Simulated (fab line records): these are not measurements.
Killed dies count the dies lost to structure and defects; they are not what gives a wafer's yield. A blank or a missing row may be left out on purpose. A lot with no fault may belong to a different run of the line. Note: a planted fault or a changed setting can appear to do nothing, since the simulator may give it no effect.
What tool caused it?	flow nandHarc	42 wafers from 14 lots sampled at 3 of the route's 1159 steps

## WHAT THE GAUGES SHOWED, per wafer
NHARC_A_M1_THK_MEAS_24: measures by xrf.
lot	measured	on	thkNm (nm)
L692	day 17 13:03	filmMetro-01	156.2 153.8 153.6
L693	day 17 19:08	filmMetro-01	155.4 158.8 157.4
L697	day 18 19:06	filmMetro-01	157.5 153.5 155.0
L696	day 18 19:47	filmMetro-01	154.9 155.8 155.4
L698	day 19 01:46	filmMetro-01	155.2 154.9 154.8
L699	day 20 04:41	filmMetro-01	156.1 153.5 154.0
L700	day 20 07:10	filmMetro-02	156.0 158.7 155.7
L708	day 21 16:29	filmMetro-02	153.8 153.6 154.2
L709	day 22 01:11	filmMetro-01	152.9 153.5 154.9
L712	day 22 11:38	filmMetro-02	153.2 152.8 157.1
L710	day 22 13:13	filmMetro-02	153.5 152.0 152.2
L714	day 22 19:02	filmMetro-02	152.6 152.7 152.4
L713	day 22 22:33	filmMetro-01	155.4 150.8 152.6
L711	day 22 22:50	filmMetro-02	153.7 153.8 153.7

NHARC_A_BONDPAD_OVL_MEAS_35.
lot	measured	on	overlayXNm (nm)	overlayYNm (nm)
L692	day 17 15:13	overlay-01	-1 -1 -1	-1 -2 -1
L693	day 17 21:18	overlay-02	1 1 1	5 5 5
L697	day 18 21:16	overlay-01	2 2 1	7 7 6
L696	day 18 21:53	overlay-01	2 2 2	-7 -7 -6
L698	day 19 03:57	overlay-01	10 11 10	5 5 6
L699	day 20 06:53	overlay-02	-3 -3 -3	-2 -1 -1
L700	day 20 09:13	overlay-02	0 0 0	-12 -11 -11
L708	day 21 18:41	overlay-02	7 7 6	0 -1 -1
L709	day 22 03:20	overlay-01	12 13 12	-2 -2 -2
L712	day 22 13:41	overlay-01	0 0 0	5 6 6
L710	day 22 15:16	overlay-02	0 0 0	-3 -2 -3
L714	day 22 21:05	overlay-01	-6 -6 -6	0 -1 -1
L713	day 23 00:38	overlay-02	-4 -4 -4	1 1 1
L711	day 23 01:11	overlay-01	-5 -5 -4	9 9 9

## WHAT TOOL EACH LOT RAN ON (gives the tool, then ch and the chambers of the sampled wafers, and finally the start)
lot	NHARC_A_BONDPAD_DEP_00
L692	pecvd-04 ch 0,2, day 17 13:55
L693	pecvd-02 ch 0,1,2, day 17 19:59
L697	pecvd-04 ch 0,2, day 18 19:58
L696	pecvd-04 ch 1,2, day 18 20:38
L698	pecvd-03 ch 0,1, day 19 02:37
L699	pecvd-02 ch 0,2, day 20 05:34
L700	pecvd-03 ch 0,1,2, day 20 08:04
L708	pecvd-02 ch 0,1, day 21 17:23
L709	pecvd-03 ch 1,2, day 22 02:02
L712	pecvd-04 ch 0,2, day 22 12:29
L710	pecvd-03 ch 0,1, day 22 14:07
L714	pecvd-03 ch 1,2, day 22 19:53
L713	pecvd-03 ch 0,1,2, day 23 00:38 or earlier
L711	pecvd-03 ch 0,1,2, day 22 23:59
- NHARC_A_BONDPAD_DEP_00: deposits SiCN, target thk 250 nm.

## WHAT THE TOOLS THEMSELVES READ (means of the sampled wafers that have a number; where no wafer has one, the mark that the record gives instead)
NHARC_A_BONDPAD_DEP_00.
lot	tool	chamberPressureTorr (Torr)	heaterPowerW (W)	showerheadVppV (V)
L692	pecvd-04	3.000	565	1353
L693	pecvd-02	3.006	681	1372
L697	pecvd-04	3.004	531	1352
L696	pecvd-04	3.001	514	1320
L698	pecvd-03	2.995	536	1199
L699	pecvd-02	3.000	708	1407
L700	pecvd-03	3.002	543	1241
L708	pecvd-02	3.000	644	1332
L709	pecvd-03	2.998	509	1178
L712	pecvd-04	3.000	576	1340
L710	pecvd-03	3.001	509	1198
L714	pecvd-03	2.996	502	1219
L713	pecvd-03	2.998	510	1256
L711	pecvd-03	2.992	513	1241

## THE ANSWER, worked out from the rows above alone
Rule: the usual values come from the lots themselves. The widest of any qualifying gaps counts: lots, ordered by their means at a reading, are off when they make up no more than a third of the lots, leave a main group of 4 or more, and stand apart from it by 3 or more times the standard deviation of that group's means. A main group whose means are all the same, to the digits that the tables above print for the reading, isn't used. Also off: a lot with no number at a reading for which 4 or more lots have one. Where the step has rows for the other lots, those lots are counted as sound. Order of review: gauges by route order, followed by the tools' own readings, for which a lot's mean as printed above is used. The first step at which some lot is off is used, and at that step the reading that is off furthest; a lot without a number counts as furthest.
Across all readings shown, no lot is off: no conclusion can be drawn from this.

## WHAT THE SIMULATOR HAD INSERTED
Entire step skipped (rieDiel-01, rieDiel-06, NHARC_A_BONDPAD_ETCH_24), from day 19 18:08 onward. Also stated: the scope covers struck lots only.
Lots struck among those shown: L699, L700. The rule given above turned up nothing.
